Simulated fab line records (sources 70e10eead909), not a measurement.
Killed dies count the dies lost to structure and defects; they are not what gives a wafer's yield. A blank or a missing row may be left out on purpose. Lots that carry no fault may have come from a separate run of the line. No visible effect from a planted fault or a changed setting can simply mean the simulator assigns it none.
Comparing a struck lot with a sound one || flow nand harc || 17 steps out of a route of 1159
Sound: wafers L788.3, L788.4, L788.5. The struck wafers were L794.2, L794.3, L794.6. At the end, the cause is stated.
Per side, at each step with rows, come the tool, then ch with its chambers, and then its first start. Under that, the readings that differ: sound wafers || struck wafers || difference of the means || sigmas: that difference in standard deviations of wafers without a fault.
alike: readings whose means differ by less than 2 such deviations, and words and numbers that are the same on both sides. not compared: withheld readings, readings that some wafer has no value for, bounds like >300 that may hide the same value, and numbers for which the record gives no deviation and whose values overlap.
A row with sigmas, a row that says differs or no value, or rows on one side alone: a step with any of these is where the two part. Numbers that don't overlap but have no deviation are shown without sigmas and don't part them. A reading missing from all wafers of one side parts the sides only when that side holds two or more wafers.

NHARC_P_ZERO_WELL_CD_MEAS_24 targets a cd of 720 nm.
  sound on cd sem-01 ch 0, day 1 14:20; struck on cd sem-01 ch 0, day 3 02:35
  alike: cd nm
then, 1 step without rows for these wafers: NHARC_P_ZERO_WELL_HARDBAKE_25 (time 80 s).
NHARC_P_ZERO_WELL_DESCUM_26: chemistry O2, time 3 s.
  sound on rie diel-02 ch 0,1,3, day 1 14:31; struck on rie diel-02 ch 1,2,3, day 3 02:45
  alike: chamber pressure mTorr, drypump motor current A, oes product au, rf vpp V, showerhead plenum p Torr, throttle valve pct
  not compared: rf hours counter h
then, 9 steps without rows for these wafers: NHARC_P_ZERO_WELL_IMPLANT_27; NHARC_P_ZERO_WELL_IMPLANT_57; NHARC_P_ZERO_WELL_IMPLANT_58; NHARC_P_ZERO_WELL_STRIP_28 (strips in SPM, time 840 s); NHARC_P_ZERO_WELL_DEHYDRATE_29 (time 120 s); NHARC_P_ZERO_WELL_HMDS_30 (time 30 s); NHARC_P_ZERO_WELL_COAT_31; NHARC_P_ZERO_WELL_SOFTBAKE_32 (time 95 s); NHARC_P_ZERO_WELL_EBR_33.
NHARC_P_ZERO_WELL_EXPOSE_34: exposes mask P PWELL, target cd 720 nm.
  sound on krf scanner-01 ch 0, day 1 15:50; struck on krf scanner-04 ch 0, day 3 04:05
{"reading": "mask", "sound": "P_PWELL#0 P_PWELL#0 P_PWELL#0", "struck": "P_PWELL_R1#0 P_PWELL_R1#0 P_PWELL_R1#0", "difference": "differs", "sigmas": ""}
  alike: reticle temp C
then, 2 steps without rows for these wafers: NHARC_P_ZERO_WELL_PEB_35 (peb time 85 s); NHARC_P_ZERO_WELL_DEVELOP_36 (time 70 s).
NHARC_P_ZERO_WELL_CD_MEAS_37 targets a cd of 720 nm.
  sound on cd sem-03 ch 0, day 1 15:59; struck on cd sem-01 ch 0, day 3 04:15
{"reading": "cd nm (nm)", "sound": "719.0 719.9 721.3", "struck": "730.9 734.7 736.7", "difference": "+14.0", "sigmas": "+8"}
then, 1 step without rows for these wafers: NHARC_P_ZERO_WELL_HARDBAKE_38 (time 80 s).

== WHERE THEY PART ==
Last at NHARC_P_ZERO_WELL_CD_MEAS_37 as far as this record goes, first at NHARC_P_ZERO_WELL_EXPOSE_34.

WHY: what had been put in by the simulator
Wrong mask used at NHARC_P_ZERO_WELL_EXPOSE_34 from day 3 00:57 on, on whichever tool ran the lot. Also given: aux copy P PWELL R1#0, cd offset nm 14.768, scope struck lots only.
